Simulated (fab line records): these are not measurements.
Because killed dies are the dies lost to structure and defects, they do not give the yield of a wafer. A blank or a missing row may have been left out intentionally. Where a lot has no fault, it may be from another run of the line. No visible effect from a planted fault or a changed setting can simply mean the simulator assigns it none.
Matching of chambers :: flow n5_finfet :: cmp-02 running N5_MOL_CONTACT_COAG_CMP_52: 4 sister chambers
The step polishes, stops on SiO2, t overpolish 1.5 s, target thk 66.5 nm. 4 wafers are shown with their chamber, then 8 later ones without.

== WAFERS WITH THEIR CHAMBER ==
wafer: L090.1
chamber: 2
motor_current_A (A): 12.2

wafer: L090.2
chamber: 3
motor_current_A (A): 12.4

wafer: L090.3
chamber: 1
motor_current_A (A): 12.6

wafer: L093.1
chamber: 0
motor_current_A (A): 10.8

== WAFERS WHOSE CHAMBER IS MISSING ==
wafer: L093.3
motor_current_A (A): 12.6

wafer: L093.5
motor_current_A (A): 12.0

wafer: L095.2
motor_current_A (A): 10.9

wafer: L095.3
motor_current_A (A): 12.5

wafer: L095.5
motor_current_A (A): 10.4

wafer: L096.2
motor_current_A (A): 10.4

wafer: L096.4
motor_current_A (A): 12.7

wafer: L096.6
motor_current_A (A): 12.7

== EACH ONE'S CHAMBER ==
wafer: L093.3
from the rows above: can't be placed: 1 or 3 or 2
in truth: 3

wafer: L093.5
from the rows above: can't be placed: 2 or 3 or 1
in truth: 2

wafer: L095.2
from the rows above: 0
in truth: 0

wafer: L095.3
from the rows above: can't be placed: 1 or 3 or 2
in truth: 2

wafer: L095.5
from the rows above: 0
in truth: 0

wafer: L096.2
from the rows above: 0
in truth: 0

wafer: L096.4
from the rows above: can't be placed: 1 or 3 or 2
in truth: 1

wafer: L096.6
from the rows above: can't be placed: 1 or 3 or 2
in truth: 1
Correct placement for 3 of the 8. Can't be placed from these rows: 5 (the true chamber is among the candidates in 5). Number placed wrongly: 0.
How it was worked out, from the rows above alone: a wafer's distance from a chamber is the root of the sum, over the readings, of the square of ((its reading less the chamber's mean) divided by the reading's scatter). If the next closest chamber is less than 2 further off than the closest, the wafer can't be placed; otherwise it belongs to the closest. A chamber's mean is the mean of its shown wafers. The scatter (one wafer shown for each chamber): square how far every hidden wafer sits from the nearest shown wafer, average those squares and take the square root.
